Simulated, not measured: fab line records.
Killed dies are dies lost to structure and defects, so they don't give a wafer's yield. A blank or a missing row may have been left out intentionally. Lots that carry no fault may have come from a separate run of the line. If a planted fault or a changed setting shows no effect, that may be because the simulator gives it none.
fab line records	flow n5_finfet
record: lots: 7	wafers: 19	last_day: 18
route steps=1938 shown ZERO_LAYER@13 WELL_APT@20 PASSIVATION@1936
lots that met no fault: taken from a fault-free run of the same line
start_h: hours from the record's first day to the start of the lot's first wafer shown	wait_h: hours from the lot's prior step to this one	" repeats the value in the row above	L1.1+2: a single row standing in for several wafers	- value missing, or start not given	* or withheld: withheld	< > ~ a bound
route shown NAME@n: NAME is a module with steps in the file, n the number in the route of the first one	usual: mean/standard deviation taken from wafers without a fault	same: alike in all rows	chamber/n: place in a boat	sites: each site's reading	_std_site: their standard deviation	_edge_site: the outer-site mean with the inner-site mean subtracted	radius_mm: for every site, how far away it sits from the centre of the wafer	mask NAME#n: copy n	behind: the last tool/chamber to shape the wafer	hold: the reason the lot was held/the length of the hold in hours/how it ended	device: the transistor (n, p or np) that didn't switch	end of line: the route-end tests of the same wafers	a step given without rows: its recipe and nothing more	killed: the dies lost at the first sort to structure and to defects; this is not the yield of the wafer	map: dies across one wafer; x = killed, . = not, _ = none there
set.NAME: the setting the step ran with; set.NAME@STEP: the setting that earlier step ran with	model.NAME: the simulator's own value behind a step, which no gauge read
lots seen at some steps along the route; tables by step, rows by wafer
services: the hour from which a tool's chamber was out of use, counted from the record's first day as start_h (under 0 if before that day), plus the number of hours and why
== steps ==
step: N5_ZERO_LAYER_CD_MEAS_11
recipe: target_cd_nm: 2000	landing_energy_ev: 500	detector: se_inlens
usual: cd_nm: 1999.7/1.3
lot.wafer	tool	chamber	start_h	wait_h	cd_nm
L292.3	cd_sem-02	0	18.65	-	2001.3
L292.4	"	0	"	"	2000.1
L292.5	"	0	"	"	2001.2
L301.2	cd_sem-03	0	72.66	-	1999.7
L301.4	"	0	"	"	2001.1
L303.1	cd_sem-03	0	84.77	-	2000.1
L303.3	"	0	"	"	2000.1
L303.6	"	0	"	"	2000.4
L304.2	cd_sem-02	0	90.79	-	1999.2
L304.6	"	0	"	"	1999.1
L310.2	cd_sem-02	0	126.77	-	1999.9
L310.4	"	0	"	"	1999.5
L310.5	"	0	"	"	1998.7
L312.1	cd_sem-01	0	138.78	-	1999.3
L312.4	"	0	"	"	1999.3
L312.5	"	0	"	"	2001.1
L313.1	cd_sem-02	0	144.65	-	2001.5
L313.2	"	0	"	"	2000.2
L313.3	"	0	"	"	2001.7
step: N5_ZERO_LAYER_DESCUM_16
recipe: chemistry: O2	time_s: 7.9	source_power_w: 50	bias_power_w: 20	pressure_mtorr: 20	rf_frequency_hz: 2.712e+07	temp_c: 40	o2_flow_sccm: 225
usual: drypump_motor_current_A: 5.5/0.35	o2_flow_sccm: 225.0/0.64	oes_product_au: 0.76/0.066	rf_vpp_V: 242.9/1.2	showerhead_plenum_p_Torr: 2.08/0.059	throttle_valve_pct: 20.47/0.25
lot.wafer	tool	chamber	start_h	wait_h	drypump_motor_current_A	o2_flow_sccm	oes_product_au	rf_hours_counter_h	rf_vpp_V	showerhead_plenum_p_Torr	throttle_valve_pct
L292.3	rie_diel-04	2	18.81	0.2	5.9	224.9	0.71	200	241.4	1.99	20.77
L292.4	"	0	"	"	5.1	224.8	0.68	224	243.7	2.07	20.82
L292.5	"	3	"	"	5.6	225.0	1.01	-	241.9	2.06	20.02
L301.2	rie_diel-04	1	72.70	0.0	5.2	225.3	0.78	118	244.4	2.11	20.18
L301.4	"	0	"	"	5.1	225.0	0.67	241	242.7	2.06	20.84
L303.1	rie_diel-06	2	84.81	0.0	5.4	224.6	0.71	219	241.2	1.98	20.68
L303.3	"	1	"	"	4.9	224.5	0.79	115	243.6	2.20	20.57
L303.6	"	0	"	"	5.2	224.0	0.77	-	243.5	2.10	20.79
L304.2	rie_diel-02	2	92.06	1.3	6.1	223.7	0.75	136	242.7	2.09	20.42
L304.6	"	0	"	"	5.4	225.4	0.82	-	242.2	2.03	20.39
L310.2	rie_diel-02	1	127.35	0.6	5.9	225.9	0.72	216	243.9	2.15	20.33
L310.4	"	3	"	"	5.2	225.3	0.72	191	243.9	2.07	20.19
L310.5	"	3	"	"	5.2	224.7	0.72	-	243.2	2.07	20.19
L312.1	rie_diel-02	0	138.82	0.0	5.5	225.9	0.80	95	239.9	2.03	20.39
L312.4	"	2	"	"	6.1	224.7	0.75	151	242.1	2.09	20.44
L312.5	"	0	"	"	5.4	224.9	0.80	-	240.2	2.03	20.41
L313.1	rie_diel-02	3	145.27	0.6	5.2	225.3	0.71	196	242.7	2.07	20.20
L313.2	"	2	"	"	6.1	224.6	0.75	153	243.6	2.09	20.45
L313.3	"	1	"	"	5.8	225.1	0.72	221	244.1	2.15	20.32
step: N5_ZERO_LAYER_ETCH_17
recipe: chemistry: CF4	target: SiO2	target_depth_a: 120	time_s: 13.3	ion_energy_ev: 350	pressure_mtorr: 40	source_w: 450	bias_w: 215	Ar_flow_sccm: 100	cf4_flow_sccm: 100
usual: drypump_motor_current_A: 5.5/0.35	mfc_ar_sccm: 100.0/0.32	oes_product_au: 0.76/0.067	rf_vpp_V: 948/3.7	showerhead_plenum_p_Torr: 2.13/0.058	throttle_valve_pct: 15.71/0.24
lot.wafer	tool	chamber	start_h	wait_h	drypump_motor_current_A	mfc_ar_sccm	oes_product_au	rf_hours_counter_h	rf_vpp_V	showerhead_plenum_p_Torr	throttle_valve_pct
L292.3	rie_diel-04	2	18.85	0.0	5.8	99.6	0.72	200	941	2.04	16.01
L292.4	"	0	"	"	5.1	99.8	0.70	224	948	2.11	16.05
L292.5	"	3	"	"	5.6	99.3	1.02	-	947	2.11	15.17
L301.2	rie_diel-04	1	72.73	0.0	5.2	99.7	0.77	118	949	2.15	15.35
L301.4	"	0	"	"	5.1	99.8	0.67	241	947	2.11	16.08
L303.1	rie_diel-06	2	84.84	0.0	5.4	100.2	0.70	219	940	2.04	15.93
L303.3	"	1	"	"	4.9	100.2	0.80	115	954	2.24	15.74
L303.6	"	0	"	"	5.3	99.9	0.77	-	948	2.15	15.95
L304.2	rie_diel-02	2	92.09	0.0	6.0	99.4	0.76	136	950	2.15	15.70
L304.6	"	0	"	"	5.4	99.6	0.83	-	945	2.08	15.56
L310.2	rie_diel-02	1	127.38	0.0	5.8	100.0	0.73	216	952	2.20	15.67
L310.4	"	3	"	"	5.2	100.2	0.72	191	948	2.12	15.49
L310.5	"	3	"	"	5.2	100.1	0.72	-	947	2.12	15.49
L312.1	rie_diel-02	0	138.86	0.0	5.4	99.7	0.81	95	945	2.08	15.58
L312.4	"	2	"	"	6.0	100.3	0.74	151	948	2.14	15.74
L312.5	"	0	"	"	5.4	99.6	0.80	-	944	2.08	15.57
L313.1	rie_diel-02	3	145.30	0.0	5.2	99.8	0.70	196	948	2.12	15.51
L313.2	"	2	"	"	6.1	99.7	0.75	153	949	2.14	15.73
L313.3	"	1	"	"	5.8	100.0	0.72	221	952	2.20	15.67
step: N5_ZERO_LAYER_ETCH_18
recipe: chemistry: HBr/Cl2	target: Si	target_depth_a: 1200	time_s: 40	pressure_mtorr: 10	icp_w: 800	bias_w: 75	HBr_flow_sccm: 150	Cl2_flow_sccm: 80
usual: HBr_flow_sccm: 150.0/0.48	drypump_motor_current_A: 5.8/0.39	oes_product_au: 1.007/0.009	throttle_valve_pct: 36.28/0.3
lot.wafer	tool	chamber	start_h	wait_h	HBr_flow_sccm	drypump_motor_current_A	oes_product_au	rf_hours_counter_h	throttle_valve_pct
L292.3	rie_si-04	1	18.92	0.0	150.5	5.8	1.019	129	36.58
L292.4	"	0	"	"	149.9	6.4	1.012	125	36.56
L292.5	"	0	"	"	148.9	6.3	1.008	-	36.56
L301.2	rie_si-04	1	72.80	0.0	149.8	5.9	1.021	130	36.57
L301.4	"	0	"	"	150.3	6.3	1.005	127	36.56
L303.1	rie_si-03	1	84.91	0.0	150.6	5.7	1.014	55	36.28
L303.3	"	0	"	"	150.6	6.0	1.010	3	35.65
L303.6	"	1	"	"	150.5	5.7	1.011	-	36.26
L304.2	rie_si-04	3	92.16	0.0	150.1	5.8	1.003	36	36.17
L304.6	"	1	"	"	150.2	5.8	1.019	-	36.57
L310.2	rie_si-01	1	127.46	0.0	149.7	5.8	1.011	47	36.58
L310.4	"	0	"	"	150.2	5.7	1.003	34	36.08
L310.5	"	0	"	"	150.9	5.7	1.005	-	36.09
L312.1	rie_si-01	2	138.93	0.0	150.2	6.2	1.011	124	36.60
L312.4	"	3	"	"	151.2	4.7	0.999	56	36.11
L312.5	"	1	"	"	150.6	5.9	0.998	-	36.56
L313.1	rie_si-03	1	145.37	0.0	150.2	5.7	1.005	56	36.26
L313.2	"	3	"	"	149.9	5.6	0.983	181	36.40
L313.3	"	0	"	"	149.2	6.0	1.018	4	35.63
step: N5_ZERO_LAYER_STRIP_24
recipe: chemistry: O2	power_w: 1000	temp_c: 250	overash_fraction: 0.3	pressure_mtorr: 1000	o2_flow_sccm: 6750
usual: drypump_motor_current_A: 5.4/0.45	heater_power_w: 343/46	o2_flow_sccm: 6752/19	oes_product_au: 0.647/0.005	strip_time_to_endpoint_s: 43.89/0.084
lot.wafer	tool	chamber	start_h	wait_h	drypump_motor_current_A	heater_power_w	o2_flow_sccm	oes_product_au	rf_hours_counter_h	strip_time_to_endpoint_s
L292.3	plasma_asher-01	1	19.04	0.1	5.2	314	6753	0.648	-	44.00
L292.4	"	0	"	"	6.0	335	6763	0.645	-	43.82
L292.5	"	0	"	"	6.0	338	6796	0.652	-	43.84
L301.2	plasma_asher-02	1	72.91	0.1	5.7	414	6742	0.646	91	43.95
L301.4	"	1	"	"	5.7	409	6746	0.651	-	44.03
L303.1	plasma_asher-01	1	85.02	0.1	5.2	318	6754	0.650	38	43.79
L303.3	"	0	"	"	6.0	335	6744	0.646	-	43.84
L303.6	"	1	"	"	5.2	318	6748	0.655	-	43.79
L304.2	plasma_asher-01	1	92.27	0.1	5.2	313	6740	0.647	40	44.13
L304.6	"	1	"	"	5.2	309	6795	0.637	-	44.03
L310.2	plasma_asher-02	0	127.56	0.1	4.8	301	6718	0.644	103	44.04
L310.4	"	1	"	"	5.7	426	6762	0.650	-	43.97
L310.5	"	1	"	"	5.7	416	6740	0.654	-	43.99
L312.1	plasma_asher-01	1	139.03	0.1	5.2	306	6722	0.645	48	43.96
L312.4	"	0	"	"	6.0	328	6761	0.640	-	43.94
L312.5	"	1	"	"	5.2	323	6757	0.654	-	43.89
L313.1	plasma_asher-01	1	145.48	0.1	5.2	314	6749	0.643	49	43.92
L313.2	"	0	"	"	6.0	336	6785	0.651	49	43.99
L313.3	"	0	"	"	6.0	343	6758	0.655	-	43.90
step: N5_ZERO_LAYER_STRIP_19
recipe: chemistry: SPM	time_s: 900	temp_c: 130	h2so4_h2o2_vol_ratio: 4	dry: ipa_marangoni
step: N5_ZERO_LAYER_INSPECT_20
recipe: inspect_instrument: darkfield	mode: post_clean
usual: raw_defect_count: 39/20
lot.wafer	tool	chamber	start_h	wait_h	raw_defect_count
L292.3	defect_inspect-02	-	19.39	0.0	48
L292.4	"	-	"	"	42
L292.5	"	-	"	"	71
L301.2	defect_inspect-01	-	73.27	0.0	85
L301.4	"	-	"	"	44
L303.1	defect_inspect-02	-	85.38	0.0	18
L303.3	"	-	"	"	21
L303.6	"	-	"	"	20
L304.2	defect_inspect-01	-	92.63	0.0	37
L304.6	"	-	"	"	23
L310.2	defect_inspect-02	-	127.92	0.0	53
L310.4	"	-	"	"	64
L310.5	"	-	"	"	39
L312.1	defect_inspect-02	-	139.40	0.0	27
L312.4	"	-	"	"	39
L312.5	"	-	"	"	50
L313.1	defect_inspect-02	-	145.84	0.0	46
L313.2	"	-	"	"	48
L313.3	"	-	"	"	49
step: N5_WELL_APT_HMDS_01
recipe: time_s: 60	temp_c: 120
step: N5_WELL_APT_COAT_02
recipe: spin_rpm: 1357	resist_thk_nm: 950
step: N5_WELL_APT_EBR_04
recipe: solvent: PGMEA	ebr_width_mm: 1.5
step: N5_WELL_APT_SOFTBAKE_03
recipe: temp_c: 130	time_s: 60
step: N5_WELL_APT_EXPOSE_05
recipe: mask_id: NWELL	na: 0.8	source_shape: conventional	sigma_outer: 0.8	polarization: unpolarized	defocus_nm: 0	target_cd_nm: 200	dose_mj: 20.3
step: N5_WELL_APT_PEB_06
recipe: peb_temp_c: 130	peb_time_s: 90
usual: heater_power_total_W: 172.5/0.81
lot.wafer	tool	chamber	start_h	wait_h	heater_power_total_W
L292.3	litho_track-04	0	19.70	0.0	172.1
L292.4	"	0	"	"	172.7
L292.5	"	0	"	"	172.2
L301.2	litho_track-02	0	73.58	0.0	231.6
L301.4	"	0	"	"	173.1
L303.1	litho_track-02	0	85.69	0.1	232.8
L303.3	"	0	"	"	172.9
L303.6	"	0	"	"	170.9
L304.2	litho_track-02	0	92.82	0.0	233.0
L304.6	"	0	"	"	171.9
L310.2	litho_track-05	0	128.11	0.0	173.0
L310.4	"	0	"	"	173.5
L310.5	"	0	"	"	173.9
L312.1	litho_track-05	0	139.72	0.1	172.4
L312.4	"	0	"	"	172.1
L312.5	"	0	"	"	173.9
L313.1	litho_track-02	0	146.15	0.1	173.3
L313.2	"	0	"	"	172.9
L313.3	"	0	"	"	170.8
step: N5_WELL_APT_DEVELOP_07
recipe: develop_time_s: 45	rinse_liquid: surfactant_rinse	dry: air_spin	dev_temp_c: 21
step: N5_WELL_APT_HARDBAKE_12
recipe: temp_c: 130	time_s: 120
step: N5_WELL_APT_CD_MEAS_08
recipe: target_cd_nm: 200	landing_energy_ev: 500	detector: se_inlens
usual: cd_nm: 200.1/1.2
lot.wafer	tool	chamber	start_h	wait_h	cd_nm
L292.3	cd_sem-03	0	19.82	-	200.4
L292.4	"	0	"	"	200.6
L292.5	"	0	"	"	199.5
L301.2	cd_sem-01	0	73.70	-	179.6
L301.4	"	0	"	"	202.3
L303.1	cd_sem-03	0	85.81	-	176.4
L303.3	"	0	"	"	199.3
L303.6	"	0	"	"	199.7
L304.2	cd_sem-02	0	92.93	-	177.0
L304.6	"	0	"	"	201.0
L310.2	cd_sem-02	0	128.22	-	201.5
L310.4	"	0	"	"	202.5
L310.5	"	0	"	"	202.6
L312.1	cd_sem-03	0	139.83	-	198.0
L312.4	"	0	"	"	200.0
L312.5	"	0	"	"	199.3
L313.1	cd_sem-02	0	146.27	-	198.8
L313.2	"	0	"	"	199.5
L313.3	"	0	"	"	199.4
step: N5_WELL_APT_OVL_MEAS_09
recipe: points_per_wafer: 44
usual: NWELL_OVL: 2/6.1
same: points_per_wafer: 44
lot.wafer	tool	chamber	start_h	wait_h	NWELL_OVL[nm]
L292.3	overlay-02	0	19.84	0.0	11
L292.4	"	0	"	"	1
L292.5	"	0	"	"	-1
L301.2	overlay-01	0	73.73	0.0	2
L301.4	"	0	"	"	-4
L303.1	overlay-01	0	85.84	0.0	3
L303.3	"	0	"	"	6
L303.6	"	0	"	"	6
L304.2	overlay-01	0	92.96	0.0	0
L304.6	"	0	"	"	-2
L310.2	overlay-01	0	128.25	0.0	14
L310.4	"	0	"	"	10
L310.5	"	0	"	"	15
L312.1	overlay-02	0	139.86	0.0	8
L312.4	"	0	"	"	2
L312.5	"	0	"	"	7
L313.1	overlay-01	0	146.30	0.0	2
L313.2	"	0	"	"	6
L313.3	"	0	"	"	4
step: N5_WELL_APT_INSPECT_10
recipe: mode: adi	inspect_instrument: macro
usual: raw_defect_count: 2.1/1.3
lot.wafer	tool	chamber	start_h	wait_h	raw_defect_count
L292.3	defect_inspect-02	-	19.87	0.0	0
L292.4	"	-	"	"	1
L292.5	"	-	"	"	4
L301.2	defect_inspect-01	-	73.75	0.0	3
L301.4	"	-	"	"	2
L303.1	defect_inspect-01	-	85.86	0.0	2
L303.3	"	-	"	"	0
L303.6	"	-	"	"	1
L304.2	defect_inspect-01	-	92.99	0.0	3
L304.6	"	-	"	"	3
L310.2	defect_inspect-02	-	128.28	0.0	5
L310.4	"	-	"	"	1
L310.5	"	-	"	"	0
L312.1	defect_inspect-02	-	139.88	0.0	4
L312.4	"	-	"	"	3
L312.5	"	-	"	"	4
L313.1	defect_inspect-01	-	146.32	0.0	1
L313.2	"	-	"	"	1
L313.3	"	-	"	"	4
step: N5_WELL_APT_DESCUM_13
recipe: chemistry: O2	time_s: 7.9	source_power_w: 50	bias_power_w: 20	pressure_mtorr: 20	rf_frequency_hz: 2.712e+07	temp_c: 40	o2_flow_sccm: 225
usual: drypump_motor_current_A: 5.62/0.3	o2_flow_sccm: 225.0/0.72	oes_product_au: 0.78/0.089	rf_vpp_V: 242.9/1.5	showerhead_plenum_p_Torr: 2.08/0.083	throttle_valve_pct: 20.48/0.19
lot.wafer	tool	chamber	start_h	wait_h	drypump_motor_current_A	o2_flow_sccm	oes_product_au	rf_hours_counter_h	rf_vpp_V	showerhead_plenum_p_Torr	throttle_valve_pct	model.WELL_APT.cd_nm
L292.3	rie_diel-03	0	20.00	0.1	5.28	225.2	0.69	223	241.2	1.97	20.46	200.2
L292.4	"	3	"	"	5.77	224.6	0.75	159	240.3	2.00	20.49	200.6
L292.5	"	3	"	"	5.75	225.4	0.75	-	242.1	2.01	20.48	199.6
L301.2	rie_diel-01	3	73.92	0.2	5.49	224.6	0.86	44	240.8	2.04	20.44	179.5
L301.4	"	2	"	"	5.91	225.6	0.75	150	244.4	2.09	20.57	202.1
L303.1	rie_diel-01	3	85.90	0.0	5.46	224.5	0.86	48	242.4	2.04	20.43	176.5
L303.3	"	0	"	"	5.64	225.3	0.79	112	242.8	2.02	20.37	199.2
L303.6	"	3	"	"	5.47	224.6	0.86	-	243.2	2.04	20.45	199.5
L304.2	rie_diel-01	0	93.56	0.6	5.67	225.7	0.80	115	241.1	2.02	20.38	176.9
L304.6	"	1	"	"	5.99	226.2	0.79	-	243.7	2.02	20.38	201
L310.2	rie_diel-01	1	128.33	0.1	5.98	224.5	0.78	118	241.1	2.01	20.39	201.4
L310.4	"	3	"	"	5.50	224.4	0.84	65	243.6	2.04	20.47	202.6
L310.5	"	0	"	"	5.67	225.5	0.79	-	241.5	2.01	20.39	202.4
L312.1	rie_diel-03	1	139.92	0.0	6.03	223.6	0.92	29	245.7	2.23	20.49	197.9
L312.4	"	2	"	"	5.51	225.7	0.69	213	245.3	2.16	20.88	200.3
L312.5	"	1	"	"	6.03	224.0	0.92	-	244.8	2.23	20.50	199
L313.1	rie_diel-03	3	146.61	0.3	5.77	224.0	0.70	209	240.3	1.99	20.57	198.7
L313.2	"	0	"	"	5.29	225.9	0.97	8	245.7	2.22	20.15	199.4
L313.3	"	1	"	"	6.03	224.9	0.92	31	246.2	2.23	20.51	199.4
step: N5_WELL_APT_IMPLANT_14
recipe: species: P	energy_kev: 160	dose_cm2: 1.5e+13	tilt_deg: 0	rotation_deg: 0
step: N5_PASSIVATION_PROBE_49
usual: killed_at_M0_to_M3: 34/9.9	killed_at_M4_up: 14/5.7	killed_at_contacts: 13/6.3	killed_at_front_end: 39/9.9	killed_at_other: 3.7/2.8	killed_dies: 104/15	killed_open: 68/12	killed_short: 34/6.7
same: gross_dies: 1180	killed_at_back_side: 0
lot.wafer	tool	chamber	start_h	wait_h	killed_at_M0_to_M3	killed_at_M4_up	killed_at_contacts	killed_at_front_end	killed_at_other	killed_dies	killed_open	killed_short
L301.2	prober-02	-	370.43	0.1	44	11	21	72	0	148	88	36
L301.4	prober-02	-	370.53	0.2	36	9	20	54	1	120	75	42
L303.1	prober-01	-	381.48	0.0	17	15	12	69	6	119	58	33
L303.3	prober-01	-	381.58	0.1	28	16	3	42	12	101	66	33
L303.6	prober-01	-	381.73	0.3	42	26	10	53	2	133	101	30
L304.2	prober-02	-	382.15	0.1	36	13	18	60	2	129	67	38
L304.6	prober-02	-	382.35	0.3	23	11	22	37	1	94	67	24
L310.2	prober-01	-	400.50	0.1	36	15	13	28	3	95	65	30
L310.4	prober-01	-	400.60	0.2	35	6	19	22	5	87	64	23
L310.5	prober-01	-	400.65	0.2	48	14	13	25	6	106	77	28
L312.1	prober-01	-	422.97	0.1	35	15	22	30	2	104	72	29
L312.4	prober-01	-	423.12	0.2	28	20	9	30	5	92	69	21
L312.5	prober-01	-	423.17	0.3	38	18	13	46	3	118	83	34
L313.1	prober-01	-	430.69	0.0	30	14	11	37	0	92	62	24
L313.2	prober-01	-	430.74	0.1	35	11	13	18	2	79	54	22
L313.3	prober-01	-	430.79	0.1	36	21	8	39	2	106	77	28
killed by level:class
L301.2 WELL_APT:area_peb=20 STI_FIN_REVEAL:geometric_particle:open=16 MOL_CONTACT_COAG:geometric_particle:open=15 BEOL_M2:geometric_particle:open=14 BEOL_M3:geometric_particle:open=8 FIN_SAQP:geometric_particle:short=7 FIN_SAQP:geometric_particle:open=7 DUMMY_GATE:geometric_particle:open=7
L301.4 STI_FIN_REVEAL:geometric_particle:open=23 MOL_CONTACT_COAG:geometric_particle:open=15 BEOL_M2:geometric_particle:open=9 BEOL_M3:geometric_particle:open=8 FIN_SAQP:geometric_particle:short=7 BEOL_M1:geometric_particle:open=7 STARTING-WAFER:geometric_particle:short=6 MOL_CONTACT_COAG:geometric_particle:short=5
L303.1 WELL_APT:area_peb=27 BEOL_M4:geometric_particle:open=9 MOL_CONTACT_COAG:geometric_particle:open=8 STARTING-WAFER:geometric_particle:open=7 FIN_SAQP:geometric_particle:short=6 FIN_SAQP:geometric_particle:open=5 SPACER0:geometric_particle:short=5 ILD0:geometric_particle:short=5
L303.3 STI_FIN_REVEAL:geometric_particle:open=10 BEOL_M4:geometric_particle:open=9 FIN_SAQP:geometric_particle:open=7 BEOL_M0:geometric_particle:open=7 FIN_SAQP:geometric_particle:short=5 GATE_CUT:geometric_particle:open=5 BEOL_M1:geometric_particle:open=4 BEOL_M2:geometric_particle:open=4
L303.6 STI_FIN_REVEAL:geometric_particle:open=27 BEOL_M4:geometric_particle:open=20 BEOL_M1:geometric_particle:open=10 MOL_CONTACT_COAG:geometric_particle:open=10 BEOL_M3:geometric_particle:open=7 BEOL_M0:geometric_particle:open=6 BEOL_M2:geometric_particle:open=5 STARTING-WAFER:geometric_particle:short=5
L304.2 WELL_APT:area_peb=24 STI_FIN_REVEAL:geometric_particle:open=15 MOL_CONTACT_COAG:geometric_particle:open=13 BEOL_M3:geometric_particle:open=8 BEOL_M1:geometric_particle:open=7 BEOL_M0_SAQP:geometric_particle:short=6 MOL_CONTACT_COAG:geometric_particle:short=5 BEOL_M1:geometric_particle:short=5
L304.6 STI_FIN_REVEAL:geometric_particle:open=18 MOL_CONTACT_COAG:geometric_particle:open=18 BEOL_M3:geometric_particle:open=6 STI_FIN_REVEAL:geometric_particle:short=4 BEOL_M0_SAQP:geometric_particle:open=4 GATE_CUT:geometric_particle:short=3 BEOL_M0_SAQP:geometric_particle:short=3 MOL_CONTACT_COAG:geometric_particle:short=3
L310.2 MOL_CONTACT_COAG:geometric_particle:open=9 BEOL_M2:geometric_particle:open=8 STI_FIN_REVEAL:geometric_particle:open=7 FIN_SAQP:geometric_particle:open=6 BEOL_M0_SAQP:geometric_particle:open=6 BEOL_M1:geometric_particle:open=6 FIN_SAQP:geometric_particle:short=5 BEOL_M0_SAQP:geometric_particle:short=5
L310.4 MOL_CONTACT_COAG:geometric_particle:open=17 BEOL_M2:geometric_particle:open=13 BEOL_M0_SAQP:geometric_particle:open=10 BEOL_M0_SAQP:geometric_particle:short=7 FIN_SAQP:geometric_particle:short=6 FIN_SAQP:geometric_particle:open=6 DUMMY_GATE:geometric_particle:open=3 BEOL_M1:geometric_particle:open=3
L310.5 BEOL_M0_SAQP:geometric_particle:open=12 BEOL_M2:geometric_particle:open=11 MOL_CONTACT_COAG:geometric_particle:open=10 BEOL_M0_SAQP:geometric_particle:short=10 FIN_SAQP:geometric_particle:open=9 STI_FIN_REVEAL:geometric_particle:open=8 BEOL_M4:geometric_particle:open=7 BEOL_M3:geometric_particle:open=6
L312.1 MOL_CONTACT_COAG:geometric_particle:open=16 BEOL_M3:geometric_particle:open=12 FIN_SAQP:geometric_particle:open=6 STI_FIN_REVEAL:geometric_particle:open=6 MOL_CONTACT_COAG:geometric_particle:short=6 BEOL_M0_SAQP:geometric_particle:short=6 BEOL_M4:geometric_particle:open=6 BEOL_M1:geometric_particle:open=5
L312.4 STI_FIN_REVEAL:geometric_particle:open=9 FIN_SAQP:geometric_particle:open=8 MOL_CONTACT_COAG:geometric_particle:open=8 BEOL_M1:geometric_particle:open=7 BEOL_M3:geometric_particle:open=7 BEOL_M6:geometric_particle:open=5 BEOL_M4:geometric_particle:short=5 BEOL_M4:geometric_particle:open=5
L312.5 FIN_SAQP:geometric_particle:open=13 BEOL_M3:geometric_particle:open=13 STI_FIN_REVEAL:geometric_particle:open=11 BEOL_M4:geometric_particle:open=10 FIN_SAQP:geometric_particle:short=8 MOL_CONTACT_COAG:geometric_particle:short=7 BEOL_M1:geometric_particle:open=7 MOL_CONTACT_COAG:geometric_particle:open=6
L313.1 STI_FIN_REVEAL:geometric_particle:open=11 MOL_CONTACT_COAG:geometric_particle:open=10 BEOL_M2:geometric_particle:open=8 BEOL_M4:geometric_particle:open=5 BEOL_M3:geometric_particle:open=5 STI_FIN_REVEAL:geometric_particle:short=4 BEOL_M0_SAQP:geometric_particle:short=4 STARTING-WAFER:geometric_particle:short=4
L313.2 MOL_CONTACT_COAG:geometric_particle:open=7 BEOL_M2:geometric_particle:open=7 MOL_CONTACT_COAG:geometric_particle:short=6 BEOL_M1:geometric_particle:open=6 BEOL_M0_SAQP:geometric_particle:open=5 BEOL_M3:geometric_particle:open=5 BEOL_M4:geometric_particle:open=5 STI_FIN_REVEAL:geometric_particle:open=4
L313.3 BEOL_M4:geometric_particle:open=12 BEOL_M1:geometric_particle:open=10 DUMMY_GATE:geometric_particle:open=9 BEOL_M2:geometric_particle:open=8 MOL_CONTACT_COAG:geometric_particle:open=6 STARTING-WAFER:geometric_particle:open=6 STI_FIN_REVEAL:geometric_particle:open=4 DUMMY_GATE:geometric_particle:short=4
== services ==
tool	chamber	start_h	hours	kind
rie_diel-01	0	-3.12	3.7	repair
rie_diel-02	1	-0.14	1.8	repair
rie_diel-03	-	1.63	1.0	repair
rie_diel-01	2	27.30	12.7	repair
rie_si-03	2	38.66	2.1	repair
rie_diel-01	0	38.78	9.7	repair
rie_si-04	3	38.88	6.3	repair
rie_diel-02	2	43.18	5.5	repair
rie_si-04	3	56.81	10.1	repair
rie_diel-02	0	59.49	24.6	repair
rie_diel-03	1	64.50	6.7	repair
rie_diel-04	-	77.71	4.0	pm
rie_si-01	1	84.41	2.6	repair
rie_diel-04	-	85.65	11.0	repair
rie_diel-01	-	89.84	2.8	pm
rie_si-03	-	98.37	2.8	pm
rie_diel-03	0	107.33	15.4	repair
rie_diel-04	1	109.40	44.5	repair
rie_diel-04	2	110.11	3.2	repair
rie_si-04	-	127.31	0.6	repair
rie_si-04	-	129.50	28.1	pm
rie_diel-04	0	133.33	1.2	repair
rie_diel-02	0	140.91	14.8	repair
rie_diel-02	-	146.49	4.3	repair
== key ==
first_sign: step: N5_WELL_APT_PEB_06	reading: heater_power_total_W	direction: up	sigmas: 74	usual: *	struck: *
effect: step: N5_WELL_APT_CD_MEAS_08	reading: cd_nm	direction: down	sigmas: 19	usual: 200.1	struck: 177.7
effect: step: N5_PASSIVATION_PROBE_49	reading: killed_at_front_end	direction: up	sigmas: 2.8	usual: 39	struck: 67	wafers_moved: 2
model_effect: step: N5_WELL_APT_DESCUM_13	value: WELL_APT.cd_nm	without: 200.6	struck: 177.6
more_kills_born_at: N5_WELL_APT_PEB_06@litho_track-02: 71
met_at N5_WELL_APT_PEB_06
struck_wafers L301.2,L303.1,L304.2
tester_left_out L301,L303,L304
fault: kind: process_parameter_drift	tool: litho_track-02	chamber: -	onset_h: 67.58	steps: N5_WELL_APT_PEB_06	channel: peb_time_s	offset: *	shape: step	end_h: 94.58	scope: struck_wafers_only	acts_in: *	stated: *
tester_left_out: of these lots the tester's yield and bins aren't shown, on N5 and GAA mostly nor the transistor test; their killed dies are dies lost to structure and defects alone, not to doping, threshold or leakage, so they don't give the yield
